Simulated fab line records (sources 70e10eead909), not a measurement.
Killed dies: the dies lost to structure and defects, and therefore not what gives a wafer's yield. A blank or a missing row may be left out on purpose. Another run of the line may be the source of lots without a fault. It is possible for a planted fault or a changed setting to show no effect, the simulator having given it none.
fab line records | flow nandHarc
record lots=11 | wafers=33 | lastDay=34
route steps=1302 shown A_STAIRCASE@849 A_SGD_CUT@904 END@1302
lots with no fault: from the same line, run without faults
startH: hours from the record's first day to the start of the lot's first wafer shown | waitH: how many hours have passed since the lot's step before this one | " as in the row above | L1.1+2: a row that stands for several wafers | - no value, or no start given | * or withheld: withheld | < > ~ a bound
route shown NAME@n: names a module that has steps shown in the file, with the first one's number in the route | usual: average and standard deviation across the fault-free wafers | same: alike in all rows | chamber/n: place in a boat | sites: per-site readings | _std_site: how widely they spread, as a standard deviation | _edge_site: mean of outer sites minus mean of inner sites | radiusMm: how far each site lies from the wafer's centre | mask NAME#n: copy n | behind: tool/chamber where the wafer was last shaped | hold: reason for holding the lot/hours on hold/outcome of the hold | device: which transistor (n, p or np) failed to switch | end of line: the same wafers' tests at the end of the route | where a step has no rows: the recipe by itself | killed: at the first sort, the dies lost to defects and structure; wafer yield is something else | map: the dies of a wafer, with x for killed, . for not killed, _ for no die there
set.NAME: setting as actually run; set.NAME@STEP: the setting as run at that earlier step | model.NAME: the simulator's own value behind a step, which no gauge read
steps of the route over a sample of lots; a table a step, a row a wafer
services: when a tool's chamber went out of use (startH, in hours from the record's first day, below 0 if earlier), for how many hours, and the reason
## steps
# step NHARC_A_STAIRCASE_CVD_552
# recipe targetThkA=400 | tempC=700 | pressureMtorr=300 | material=SiNx
# usual pressureMtorr=299.9/0.63 | spikeTcBottomC=719.7/2.5 | susceptorTempC=700.0/0.34
lot.wafer | tool     | chamber | startH | waitH | pressureMtorr | spikeTcBottomC | susceptorTempC
L278.2    | lpcvd-01 | 0       | 410.33 | -     | 299.4         | 722.2          | 699.6
L278.3    | "        | 0       | "      | "     | 300.7         | 720.8          | 699.8
L278.6    | "        | 0       | "      | "     | 300.3         | 721.2          | 700.2
L279.2    | lpcvd-01 | 0       | 421.38 | -     | 300.0         | 719.1          | 699.4
L279.5    | "        | 0       | "      | "     | 299.6         | 722.3          | 699.8
L279.6    | "        | 0       | "      | "     | 300.4         | 720.4          | 700.0
L280.1    | lpcvd-01 | 0       | 433.51 | -     | 300.3         | 720.9          | 700.4
L280.4    | "        | 0       | "      | "     | 299.2         | 721.7          | 700.3
L280.6    | "        | 0       | "      | "     | 299.7         | 720.4          | 700.0
L282.1    | lpcvd-02 | 1       | 461.03 | -     | 298.3         | 719.6          | 700.1
L282.2    | "        | 1       | "      | "     | 299.2         | 721.1          | 700.0
L282.3    | "        | 1       | "      | "     | 299.0         | 718.3          | 700.4
L283.1    | lpcvd-01 | 0       | 469.09 | -     | 300.1         | 721.7          | 699.5
L283.3    | "        | 0       | "      | "     | 300.1         | 720.6          | 699.7
L283.6    | "        | 0       | "      | "     | 299.7         | 719.1          | 699.6
L290.1    | lpcvd-02 | 1       | 555.68 | -     | 300.7         | 718.7          | 700.6
L290.2    | "        | 1       | "      | "     | 300.0         | 719.9          | 700.3
L290.3    | "        | 1       | "      | "     | 299.3         | 720.2          | 700.5
L292.2    | lpcvd-02 | 1       | 560.56 | -     | 299.3         | 720.0          | 700.1
L292.5    | "        | 1       | "      | "     | 300.2         | 719.2          | 700.3
L292.6    | "        | 1       | "      | "     | 299.3         | 719.7          | 700.3
L293.1    | lpcvd-02 | 0       | 569.46 | -     | 299.0         | 722.1          | 699.8
L293.3    | "        | 0       | "      | "     | 300.4         | 721.6          | 699.7
L293.5    | "        | 0       | "      | "     | 299.8         | 722.6          | 699.8
L294.1    | lpcvd-01 | 1       | 583.21 | -     | 299.3         | 715.9          | 700.4
L294.4    | "        | 1       | "      | "     | 300.3         | 714.5          | 700.2
L294.6    | "        | 1       | "      | "     | 299.7         | 716.1          | 700.4
L299.3    | lpcvd-01 | 0       | 622.84 | -     | 299.5         | 720.5          | 700.3
L299.4    | "        | 0       | "      | "     | 300.2         | 720.9          | 699.9
L299.6    | "        | 0       | "      | "     | 300.2         | 721.8          | 699.5
L298.2    | lpcvd-01 | 0       | 657.36 | -     | 299.5         | 720.4          | 700.2
L298.3    | "        | 0       | "      | "     | 299.9         | 720.5          | 699.8
L298.6    | "        | 0       | "      | "     | 298.9         | 718.7          | 699.6
# step NHARC_A_STAIRCASE_CMP_450
# recipe targetThkNm=200 | material=SiO2
# usual motorCurrentA=12.1/1.2 | padLifeWafers=191/110
lot.wafer | tool   | chamber | startH | waitH | motorCurrentA | padLifeWafers
L278.3    | cmp-03 | 0       | 445.93 | -     | 12.9          | 319
L278.2    | "      | 2       | "      | "     | 12.3          | 321
L278.6    | "      | 3       | "      | "     | 11.3          | -
L279.2    | cmp-01 | 2       | 456.28 | -     | 10.8          | 324
L279.6    | "      | 2       | "      | "     | 11.1          | -
L279.5    | "      | 3       | "      | "     | 12.9          | -
L280.1    | cmp-03 | 3       | 472.11 | -     | 11.1          | 31
L280.4    | "      | 1       | "      | "     | 10.7          | 33
L280.6    | "      | 3       | "      | "     | 10.9          | -
L282.2    | cmp-01 | 1       | 497.57 | -     | 11.6          | 48
L282.1    | "      | 2       | "      | "     | 10.9          | 49
L282.3    | "      | 3       | "      | "     | 13.9          | 50
L283.3    | cmp-01 | 1       | 508.29 | -     | 11.7          | 98
L283.1    | "      | 2       | "      | "     | 10.8          | 99
L283.6    | "      | 3       | "      | "     | 12.9          | -
L292.2    | cmp-03 | 0       | 592.79 | -     | 12.5          | 99
L292.6    | "      | 1       | "      | "     | 10.3          | -
L292.5    | "      | 2       | "      | "     | 13.0          | -
L290.3    | cmp-01 | 3       | 592.90 | -     | 12.8          | 30
L290.2    | "      | 0       | "      | "     | 13.9          | 31
L290.1    | "      | 2       | "      | "     | 11.1          | 33
L293.1    | cmp-01 | 3       | 605.83 | -     | 12.9          | 102
L293.3    | "      | 0       | "      | "     | 13.8          | 103
L293.5    | "      | 3       | "      | "     | 13.6          | -
L294.4    | cmp-01 | 1       | 622.29 | -     | 11.5          | 222
L294.1    | "      | 2       | "      | "     | 11.0          | 223
L294.6    | "      | 2       | "      | "     | 11.3          | -
L299.4    | cmp-02 | 3       | 657.55 | -     | 10.6          | 42
L299.3    | "      | 2       | "      | "     | 10.0          | 45
L299.6    | "      | 0       | "      | "     | 13.7          | -
L298.3    | cmp-03 | 3       | 691.70 | -     | 11.8          | 126
L298.2    | "      | 1       | "      | "     | 11.1          | 128
L298.6    | "      | 3       | "      | "     | 11.3          | -
# step NHARC_A_STAIRCASE_ETCHBACK_157
# recipe targetDepthA=900 | overEtchFrac=0.3 | timeS=167.14 | ionEnergyEv=120 | ch3fFlowSccm=50 | o2FlowSccm=30 | arFlowSccm=200 | rfW=500 | biasW=100 | chemistry=CH3F/O2
# usual drypumpMotorCurrentA=5.9/0.48 | mfcArSccm=199.9/0.64 | oesProductAu=0.96/0.032 | rfFwdPowerW=498.0/1.7 | rfVppV=244.8/1.6 | showerheadPlenumPTorr=2.48/0.1 | throttleValvePct=20.662/0.0087
lot.wafer | tool       | chamber | startH | waitH | drypumpMotorCurrentA | mfcArSccm | oesProductAu | rfFwdPowerW | rfHoursCounterH | rfVppV | showerheadPlenumPTorr | throttleValvePct
L278.3    | rieDiel-04 | 2       | 446.87 | 0.2   | 6.2                  | 200.6     | 0.99         | 499.8       | 32              | 246.3  | 2.52                  | 20.643
L278.2    | "          | 3       | "      | "     | 5.9                  | 200.0     | 0.99         | 501.3       | 33              | 246.6  | 2.60                  | 20.669
L278.6    | "          | 3       | "      | "     | 6.0                  | 200.1     | 0.99         | 499.3       | -               | 246.5  | 2.60                  | 20.657
L279.2    | rieDiel-04 | 3       | 457.34 | 0.3   | 6.0                  | 199.6     | 0.98         | 501.0       | 37              | 245.0  | 2.60                  | 20.668
L279.6    | "          | 2       | "      | "     | 6.2                  | 199.0     | 0.98         | 496.4       | -               | 246.3  | 2.52                  | 20.665
L279.5    | "          | 3       | "      | "     | 6.0                  | 200.1     | 0.97         | 498.8       | -               | 246.6  | 2.60                  | 20.665
L280.1    | rieDiel-12 | 0       | 472.99 | 0.1   | 5.0                  | 200.3     | 0.99         | 497.0       | 7               | 242.7  | 2.39                  | 20.669
L280.4    | "          | 1       | "      | "     | 5.5                  | 201.1     | 1.00         | 497.0       | 6               | 244.8  | 2.50                  | 20.677
L280.6    | "          | 1       | "      | "     | 5.5                  | 200.0     | 0.99         | 497.1       | -               | 243.7  | 2.50                  | 20.680
L282.2    | rieDiel-12 | 2       | 498.46 | 0.2   | 5.5                  | 200.3     | 1.00         | 496.2       | 14              | 244.6  | 2.52                  | 20.653
L282.1    | "          | 0       | "      | "     | 5.0                  | 201.5     | 1.00         | 500.4       | 13              | 243.3  | 2.39                  | 20.663
L282.3    | "          | 1       | "      | "     | 5.5                  | 201.2     | 1.00         | 498.1       | 10              | 244.8  | 2.50                  | 20.670
L283.3    | rieDiel-11 | 1       | 509.15 | 0.1   | 6.2                  | 199.4     | 0.99         | 500.6       | 24              | 246.2  | 2.55                  | 20.664
L283.1    | "          | 0       | "      | "     | 6.3                  | 199.3     | 1.00         | 498.9       | 21              | 245.8  | 2.52                  | 20.651
L283.6    | "          | 1       | "      | "     | 6.2                  | 200.4     | 1.00         | 495.5       | -               | 246.4  | 2.55                  | 20.666
L292.2    | rieDiel-04 | 0       | 593.71 | 0.2   | 5.3                  | 199.1     | 0.93         | 499.1       | 10              | 242.9  | 2.35                  | 20.654
L292.5    | "          | 1       | "      | "     | 6.6                  | 198.8     | 0.94         | 498.0       | -               | 246.9  | 2.66                  | 20.658
L292.6    | "          | 2       | "      | "     | 6.2                  | 199.4     | 0.94         | 500.8       | -               | 245.1  | 2.50                  | 20.673
L290.1    | rieDiel-11 | 0       | 593.79 | 0.2   | 6.3                  | 199.7     | 0.95         | 495.9       | 60              | 244.0  | 2.51                  | 20.649
L290.3    | "          | 1       | "      | "     | 6.2                  | 200.3     | 0.94         | 497.4       | 63              | 245.7  | 2.53                  | 20.665
L290.2    | "          | 3       | "      | "     | 5.0                  | 200.7     | 0.95         | 498.1       | 52              | 244.8  | 2.41                  | 20.671
L293.1    | rieDiel-04 | 2       | 606.76 | 0.2   | 6.2                  | 199.7     | 0.99         | 495.6       | 18              | 245.7  | 2.50                  | 20.652
L293.3    | "          | 0       | "      | "     | 5.3                  | 199.5     | 1.00         | 497.6       | 13              | 242.4  | 2.34                  | 20.666
L293.5    | "          | 1       | "      | "     | 6.5                  | 199.3     | 1.00         | 497.6       | -               | 247.4  | 2.65                  | 20.652
L294.1    | rieDiel-04 | 1       | 623.28 | 0.2   | 6.6                  | 199.1     | 0.98         | 495.4       | 22              | 246.9  | 2.65                  | 20.671
L294.4    | "          | 3       | "      | "     | 5.9                  | 200.5     | 0.97         | 500.4       | -               | 246.5  | 2.58                  | 20.657
L294.6    | "          | 1       | "      | "     | 6.5                  | 200.2     | 0.98         | 497.3       | -               | 246.6  | 2.65                  | 20.661
L299.4    | rieDiel-04 | 3       | 658.46 | 0.2   | 6.0                  | 200.2     | 1.00         | 498.6       | 38              | 247.2  | 2.57                  | 20.654
L299.3    | "          | 0       | "      | "     | 5.3                  | 199.5     | 1.00         | 498.9       | 24              | 242.4  | 2.34                  | 20.666
L299.6    | "          | 3       | "      | "     | 6.0                  | 199.8     | 0.99         | 500.2       | -               | 246.3  | 2.57                  | 20.662
L298.2    | rieDiel-11 | 2       | 692.64 | 0.2   | 6.1                  | 200.8     | 0.95         | 498.6       | 29              | 245.4  | 2.48                  | 20.678
L298.3    | "          | 3       | "      | "     | 5.0                  | 200.5     | 0.94         | 497.8       | 28              | 244.2  | 2.40                  | 20.661
L298.6    | "          | 1       | "      | "     | 6.2                  | 200.2     | 0.95         | 499.9       | -               | 245.1  | 2.52                  | 20.675
# step NHARC_A_SGD_CUT_DESCUM_14
# recipe timeS=3 | o2FlowSccm=200 | arFlowSccm=0 | biasPowerW=0 | chemistry=O2
# usual drypumpMotorCurrentA=5.86/0.28 | mfcArSccm=0.012/0.015 | oesProductAu=0.999/0.0075 | rfVppV=57.7/0.81 | showerheadPlenumPTorr=1.90/0.063 | throttleValvePct=11.311/0.0084
lot.wafer | tool       | chamber | startH | waitH | hold                    | drypumpMotorCurrentA | mfcArSccm | oesProductAu | rfHoursCounterH | rfVppV | showerheadPlenumPTorr | throttleValvePct
L278.3    | rieDiel-02 | 2       | 448.78 | 0.1   | -                       | 5.96                 | 0         | 1.014        | 4               | 59.2   | 1.93                  | 11.299
L278.2    | "          | 3       | "      | "     | -                       | 5.77                 | 0.001     | 1.008        | 4               | 58.6   | 1.96                  | 11.308
L278.6    | "          | 0       | "      | "     | -                       | 5.53                 | 0         | 1.001        | -               | 56.7   | 1.92                  | 11.313
L279.2    | rieDiel-01 | 0       | 459.59 | 0.1   | -                       | 5.76                 | 0.041     | 0.999        | 5               | 57.0   | 1.92                  | 11.310
L279.6    | "          | 1       | "      | "     | -                       | 5.83                 | 0.034     | 1.001        | -               | 56.8   | 1.83                  | 11.308
L279.5    | "          | 2       | "      | "     | -                       | 6.30                 | 0.001     | 1.006        | -               | 57.8   | 2.00                  | 11.319
L280.1    | rieDiel-02 | 3       | 474.85 | 0.1   | -                       | 5.77                 | 0.001     | 0.994        | 6               | 58.7   | 1.96                  | 11.308
L280.4    | "          | 0       | "      | "     | -                       | 5.52                 | 0         | 0.999        | 6               | 58.8   | 1.92                  | 11.317
L280.6    | "          | 3       | "      | "     | -                       | 5.76                 | 0.001     | 1.009        | -               | 57.0   | 1.96                  | 11.305
L282.1    | rieDiel-05 | 1       | 500.27 | 0.1   | -                       | 6.21                 | 0         | 0.987        | 4               | 57.9   | 1.81                  | 11.323
L282.2    | "          | 3       | "      | "     | -                       | 5.22                 | 0         | 0.995        | 4               | 58.6   | 1.90                  | 11.303
L282.3    | "          | 0       | "      | "     | -                       | 5.74                 | 0.007     | 1.002        | 4               | 57.3   | 2.02                  | 11.321
L283.3    | rieDiel-02 | 1       | 511.04 | 0.1   | -                       | 5.73                 | 0.014     | 0.993        | 9               | 57.6   | 1.81                  | 11.313
L283.1    | "          | 2       | "      | "     | -                       | 5.99                 | 0         | 0.984        | 9               | 57.9   | 1.92                  | 11.310
L283.6    | "          | 0       | "      | "     | -                       | 5.49                 | 0         | 0.989        | -               | 57.1   | 1.92                  | 11.309
L292.2    | rieDiel-01 | 3       | 597.59 | 1.6   | awaitDispo/1.6h/release | 6.29                 | 0.024     | 0.999        | 2               | 57.3   | 1.90                  | 11.306
L292.6    | "          | 3       | "      | "     | awaitDispo/1.6h/release | 6.30                 | 0.024     | 0.999        | -               | 56.8   | 1.90                  | 11.312
L292.5    | "          | 0       | "      | "     | awaitDispo/1.6h/release | 5.74                 | 0.041     | 0.996        | -               | 57.2   | 1.92                  | 11.304
L290.2    | rieDiel-02 | 0       | 597.92 | 1.7   | awaitDispo/1.7h/release | 5.52                 | 0         | 0.987        | 1               | 57.1   | 1.92                  | 11.305
L290.3    | "          | 1       | "      | "     | awaitDispo/1.7h/release | 5.69                 | 0.014     | 0.992        | 1               | 55.3   | 1.81                  | 11.316
L290.1    | "          | 3       | "      | "     | awaitDispo/1.7h/release | 5.79                 | 0.001     | 1.001        | 1               | 58.1   | 1.95                  | 11.314
L293.3    | rieDiel-02 | 0       | 611.58 | 2.9   | awaitDispo/2.8h/release | 5.51                 | 0         | 0.984        | 2               | 56.4   | 1.92                  | 11.314
L293.1    | "          | 2       | "      | "     | awaitDispo/2.8h/release | 5.95                 | 0         | 0.994        | 2               | 57.1   | 1.92                  | 11.310
L293.5    | "          | 0       | "      | "     | awaitDispo/2.8h/release | 5.52                 | 0         | 0.988        | -               | 57.3   | 1.92                  | 11.318
L294.4    | rieDiel-02 | 1       | 625.20 | 0.1   | -                       | 5.72                 | 0.014     | 0.997        | 3               | 58.6   | 1.81                  | 11.310
L294.1    | "          | 3       | "      | "     | -                       | 5.79                 | 0.001     | 1.008        | 3               | 57.3   | 1.95                  | 11.312
L294.6    | "          | 0       | "      | "     | -                       | 5.50                 | 0         | 1.003        | -               | 59.1   | 1.92                  | 11.311
L299.4    | rieDiel-01 | 3       | 660.32 | 0.1   | -                       | 6.24                 | 0.024     | 0.997        | 6               | 57.8   | 1.90                  | 11.318
L299.3    | "          | 1       | "      | "     | -                       | 5.83                 | 0.034     | 1.005        | 7               | 56.7   | 1.83                  | 11.318
L299.6    | "          | 0       | "      | "     | -                       | 5.73                 | 0.041     | 1.006        | -               | 57.7   | 1.92                  | 11.313
L298.2    | rieDiel-02 | 0       | 694.49 | 0.1   | -                       | 5.49                 | 0         | 0.993        | 9               | 57.9   | 1.92                  | 11.313
L298.3    | "          | 3       | "      | "     | -                       | 5.79                 | 0.001     | 1.000        | 9               | 58.9   | 1.95                  | 11.302
L298.6    | "          | 1       | "      | "     | -                       | 5.72                 | 0.014     | 0.987        | -               | 58.3   | 1.81                  | 11.304
# step NHARC_A_SGD_CUT_CMP_21
# recipe targetThkNm=148.19
# usual motorCurrentA=11.8/1 | padLifeWafers=175/120 | timeToEndpointS=48.9/2.6
lot.wafer | tool   | chamber | startH | waitH | motorCurrentA | padLifeWafers | timeToEndpointS
L278.3    | cmp-04 | 2       | 453.81 | 0.4   | 12.4          | 126           | 51.2
L278.2    | "      | 1       | "      | "     | 12.7          | 129           | 51.7
L278.6    | "      | 2       | "      | "     | 11.9          | -             | 48.5
L279.2    | cmp-04 | 2       | 467.73 | 0.4   | 11.7          | 169           | 50.4
L279.6    | "      | 1       | "      | "     | 12.1          | -             | 51.6
L279.5    | "      | 2       | "      | "     | 11.7          | -             | 51.4
L280.4    | cmp-02 | 3       | 482.93 | 0.4   | 11.0          | 103           | 49.0
L280.1    | "      | 0       | "      | "     | 14.1          | 104           | 51.0
L280.6    | "      | 2       | "      | "     | 10.7          | -             | 50.6
L282.1    | cmp-02 | 2       | 507.41 | 0.4   | 10.6          | 186           | 45.0
L282.2    | "      | 0       | "      | "     | 13.3          | 188           | 48.4
L282.3    | "      | 1       | "      | "     | 11.3          | 189           | 47.5
L283.1    | cmp-04 | 3       | 516.78 | 0.4   | 11.8          | 0             | 47.3
L283.3    | "      | 1       | "      | "     | 12.4          | 2             | 50.9
L283.6    | "      | 3       | "      | "     | 11.7          | -             | 47.6
L290.2    | cmp-02 | 2       | 601.62 | 0.4   | 10.5          | 199           | 49.6
L290.3    | "      | 3       | "      | "     | 10.5          | 200           | 47.3
L290.1    | "      | 0       | "      | "     | 13.5          | 201           | 47.3
L292.2    | cmp-04 | 2       | 601.62 | 0.4   | 11.6          | 271           | 50.7
L292.5    | "      | 1       | "      | "     | 12.7          | -             | 49.6
L292.6    | "      | 2       | "      | "     | 12.2          | -             | 51.3
L293.1    | cmp-02 | 1       | 614.70 | 0.5   | 12.0          | 301           | 50.3
L293.3    | "      | 2       | "      | "     | 10.4          | 302           | 47.0
L293.5    | "      | 1       | "      | "     | 11.5          | -             | 48.4
L294.4    | cmp-02 | 2       | 633.02 | 0.4   | 10.7          | 385           | 47.5
L294.1    | "      | 3       | "      | "     | 11.2          | 386           | 48.2
L294.6    | "      | 1       | "      | "     | 11.9          | -             | 48.4
L299.3    | cmp-02 | 3       | 666.10 | 0.4   | 10.2          | 67            | 47.4
L299.4    | "      | 0       | "      | "     | 13.5          | 68            | 46.7
L299.6    | "      | 3       | "      | "     | 10.6          | -             | 43.1
L298.3    | cmp-03 | 3       | 700.44 | 0.4   | 11.5          | 182           | 52.0
L298.2    | "      | 0       | "      | "     | 12.9          | 183           | 53.4
L298.6    | "      | 2       | "      | "     | 12.6          | -             | 51.0
# step NHARC_END_SORT_01
# recipe tempC=25
# usual killedAtArray=58/15 | killedAtOther=0.8/1.2 | killedAtPeriphery=3.5/2.5 | killedDies=62/15 | killedOpen=3.2/1.7 | killedShort=2.4/1.5
# same grossDies=677
lot.wafer | tool      | chamber | startH | waitH | killedAtArray | killedAtOther | killedAtPeriphery | killedDies | killedOpen | killedShort
L292.2    | prober-02 | 0       | 727.12 | 2.8   | 146           | 0             | 1                 | 147        | 0          | 1
L292.5    | prober-02 | 0       | 729.54 | 3.7   | 151           | 2             | 0                 | 153        | 3          | 0
L292.6    | prober-02 | 0       | 730.35 | 4.0   | 134           | 1             | 2                 | 137        | 3          | 3
L293.1    | prober-01 | 0       | 733.41 | 2.5   | 143           | 0             | 0                 | 143        | 2          | 1
L293.3    | prober-01 | 0       | 735.03 | 3.1   | 123           | 1             | 5                 | 129        | 6          | 3
L293.5    | prober-01 | 0       | 736.65 | 3.7   | 129           | 0             | 3                 | 132        | 2          | 1
L290.1    | prober-01 | 0       | 744.00 | 2.5   | 112           | 1             | 1                 | 114        | 5          | 2
L290.2    | prober-01 | 0       | 744.81 | 2.8   | 105           | 1             | 1                 | 107        | 2          | 2
L290.3    | prober-01 | 0       | 745.61 | 3.1   | 114           | 2             | 3                 | 119        | 3          | 3
# killed by level:class
L292.2 A_STAIRCASE:unspecified=79 A_SLIT:chamberFilmFlake=30 A_CHANNEL_HOLE_D1:chamberFilmFlake=28 A_CHANNEL_FILL_D2:chamberFilmFlake=4 A_STAIRCASE:chamberFilmFlake=2 A_CHANNEL_HOLE_D2:geometricParticle:short=1 P_GATE:chamberFilmFlake=1 A_CHANNEL_HOLE_D2:chamberFilmFlake=1
L292.5 A_STAIRCASE:unspecified=77 A_CHANNEL_HOLE_D1:chamberFilmFlake=34 A_SLIT:chamberFilmFlake=33 A_CHANNEL_FILL_D2:chamberFilmFlake=2 A_STAIRCASE:chamberFilmFlake=2 A_CHANNEL_FILL_D2:geometricParticle:open=1 A_CONTACT:geometricParticle:open=1 STARTING-WAFER:geometricParticle:open=1
L292.6 A_STAIRCASE:unspecified=80 A_CHANNEL_HOLE_D1:chamberFilmFlake=23 A_SLIT:chamberFilmFlake=22 A_SOURCE_PLATE:geometricParticle:open=2 A_SGD_CUT:chamberFilmFlake=2 P_M1:geometricParticle:open=1 A_SOURCE_PLATE:geometricParticle:short=1 A_ONON_D2:geometricParticle:short=1
L293.1 A_STAIRCASE:unspecified=87 A_CHANNEL_HOLE_D2:chamberFilmFlake=22 A_CHANNEL_HOLE_D1:chamberFilmFlake=22 A_CONTACT:chamberFilmFlake=4 A_STAIRCASE:chamberFilmFlake=2 A_WL_FILL:chamberFilmFlake=2 A_ONON_D2:geometricParticle:open=1 A_WL_FILL:geometricParticle:open=1
L293.3 A_STAIRCASE:unspecified=75 A_CHANNEL_HOLE_D1:chamberFilmFlake=25 A_CHANNEL_HOLE_D2:chamberFilmFlake=11 A_CONTACT:chamberFilmFlake=3 A_SLIT:chamberFilmFlake=2 A_STAIRCASE:chamberFilmFlake=2 P_STI:geometricParticle:short=1 P_CONTACT:geometricParticle:short=1
L293.5 A_STAIRCASE:unspecified=82 A_CHANNEL_HOLE_D1:chamberFilmFlake=22 A_CHANNEL_HOLE_D2:chamberFilmFlake=12 A_CONTACT:chamberFilmFlake=8 P_GATE:chamberFilmFlake=2 A_CHANNEL_HOLE_D1:geometricParticle:open=1 A_CHANNEL_FILL_D1:geometricParticle:short=1 A_CHANNEL_FILL_D1:geometricParticle:open=1
L290.1 A_STAIRCASE:unspecified=79 A_STAIRCASE:chamberFilmFlake=10 A_CHANNEL_HOLE_D1:chamberFilmFlake=6 A_SLIT:chamberFilmFlake=4 A_BONDPAD:chamberFilmFlake=4 A_ONON_D2:geometricParticle:open=3 A_ONON_D1:geometricParticle:short=1 A_ONON_D1:geometricParticle:open=1
L290.2 A_STAIRCASE:unspecified=76 A_CHANNEL_HOLE_D1:chamberFilmFlake=10 A_SLIT:chamberFilmFlake=4 A_STAIRCASE:chamberFilmFlake=4 A_BONDPAD:chamberFilmFlake=4 A_DECK1_JOINT:geometricParticle:open=1 A_CHANNEL_FILL_D2:geometricParticle:short=1 A_M0:geometricParticle:open=1
L290.3 A_STAIRCASE:unspecified=79 A_CHANNEL_HOLE_D1:chamberFilmFlake=8 A_STAIRCASE:chamberFilmFlake=8 A_BONDPAD:chamberFilmFlake=6 A_CONTACT:chamberFilmFlake=4 A_CHANNEL_FILL_D2:geometricParticle:short=2 P_GATE:chamberFilmFlake=2 A_CHANNEL_HOLE_D2:chamberFilmFlake=2
## services
tool       | chamber | startH | hours | kind
rieDiel-02 | -       | 393.70 | 9.0   | pm
rieDiel-04 | 1       | 395.52 | 5.5   | repair
cmp-02     | -       | 398.22 | 1.2   | repair
rieDiel-04 | 1       | 411.04 | 2.2   | repair
rieDiel-04 | 0       | 416.90 | 7.5   | repair
cmp-02     | -       | 441.89 | 4.0   | pm
rieDiel-04 | 1       | 446.43 | 59.4  | repair
cmp-02     | -       | 458.00 | 5.0   | repair
cmp-01     | -       | 481.55 | 4.0   | pm
cmp-01     | -       | 494.14 | 0.3   | repair
cmp-01     | -       | 498.62 | 1.1   | repair
rieDiel-04 | -       | 534.82 | 9.0   | pm
cmp-02     | -       | 539.89 | 4.0   | pm
rieDiel-02 | -       | 570.70 | 9.0   | pm
cmp-01     | -       | 579.55 | 4.0   | pm
cmp-02     | -       | 590.67 | 0.6   | repair
cmp-02     | -       | 611.71 | 1.9   | repair
rieDiel-04 | 0       | 614.70 | 15.9  | repair
cmp-02     | -       | 620.16 | 0.8   | repair
cmp-02     | -       | 621.33 | 1.4   | repair
cmp-02     | -       | 638.03 | 4.0   | pm
rieDiel-04 | 2       | 661.17 | 3.2   | repair
cmp-01     | -       | 663.94 | 2.0   | repair
cmp-01     | -       | 677.55 | 4.0   | pm
## key
firstSign step=NHARC_END_SORT_01 | reading=killedDies | direction=up | sigmas=4.7 | usual=62 | struck=131
effect step=NHARC_END_SORT_01 | reading=killedAtArray | direction=up | sigmas=4.6 | usual=58 | struck=129
moreKillsBornAt NHARC_A_STAIRCASE_CVD_552@lpcvd-02=714
metAt NHARC_A_STAIRCASE_CVD_552
struckLots L290,L292,L293
testerLeftOut L290,L292,L293
notActingAt NHARC_A_STAIRCASE_CMP_450,NHARC_A_STAIRCASE_ETCHBACK_157,NHARC_A_SGD_CUT_CMP_21
fault kind=chamberParticleSource | tool=lpcvd-02 | chamber=- | onsetH=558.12 | steps=NHARC_A_STAIRCASE_CVD_552 | ratePerVisitCm2=0.72292 | endH=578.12
# testerLeftOut: of these lots the tester's yield and bins aren't shown, on N5 and GAA mostly nor the transistor test; their killed dies are dies lost to structure and defects alone, not to doping, threshold or leakage, so they don't give the yield
